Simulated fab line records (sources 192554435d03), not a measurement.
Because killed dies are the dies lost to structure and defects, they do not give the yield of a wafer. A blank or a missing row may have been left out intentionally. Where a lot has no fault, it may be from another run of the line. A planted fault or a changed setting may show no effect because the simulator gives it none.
Matching of chambers	flow n5 finfet	4 sister chambers for N5_FIN_SAQP_ETCH_51 on rie diel-04
The step etches SiARC in CF4, target depth 45.5 nm, time 75.8 s. 8 wafers are shown with their chamber, then 12 later ones without.

== WAFERS, EACH WITH ITS CHAMBER ==
wafer	chamber	drypump motor current A (A)	showerhead plenum p Torr (Torr)
L079.6	1	6.5	2.12
L085.4	2	5.4	2.17
L086.1	3	5.9	2.03
L086.2	0	5.1	2.12
L086.4	1	6.5	2.12
L089.1	2	5.4	2.17
L089.3	3	5.8	2.02
L089.4	0	5.1	2.12

== WAFERS WHOSE CHAMBER IS MISSING ==
wafer	drypump motor current A (A)	showerhead plenum p Torr (Torr)
L090.4	6.5	2.11
L090.5	5.4	2.17
L090.6	5.9	2.02
L092.4	5.4	2.17
L092.5	6.5	2.11
L092.6	5.1	2.11
L093.2	5.4	2.17
L093.3	5.1	2.11
L093.5	6.5	2.11
L094.1	6.5	2.11
L094.2	5.4	2.16
L094.3	5.1	2.11

== WHICH CHAMBER EACH WENT THROUGH ==
wafer	from the rows above	in truth
L090.4	1	1
L090.5	2	2
L090.6	3	3
L092.4	2	2
L092.5	1	1
L092.6	0	0
L093.2	2	2
L093.3	0	0
L093.5	1	1
L094.1	1	1
L094.2	2	2
L094.3	0	0
Correct placement for 12 of the 12. Number that these rows cannot place: 0. Wrongly placed: 0.
How it was worked out, from the rows above alone: a wafer's distance from a chamber is the root of the sum, over the readings, of the square of ((its reading less the chamber's mean) divided by the reading's scatter). If the next closest chamber is less than 2 further off than the closest, the wafer can't be placed; otherwise it belongs to the closest. A chamber's mean is the mean of its shown wafers. The scatter is the square root of a quotient: the sum, over the shown wafers, of each reading's squared deviation from its chamber's mean, divided by wafers minus chambers.
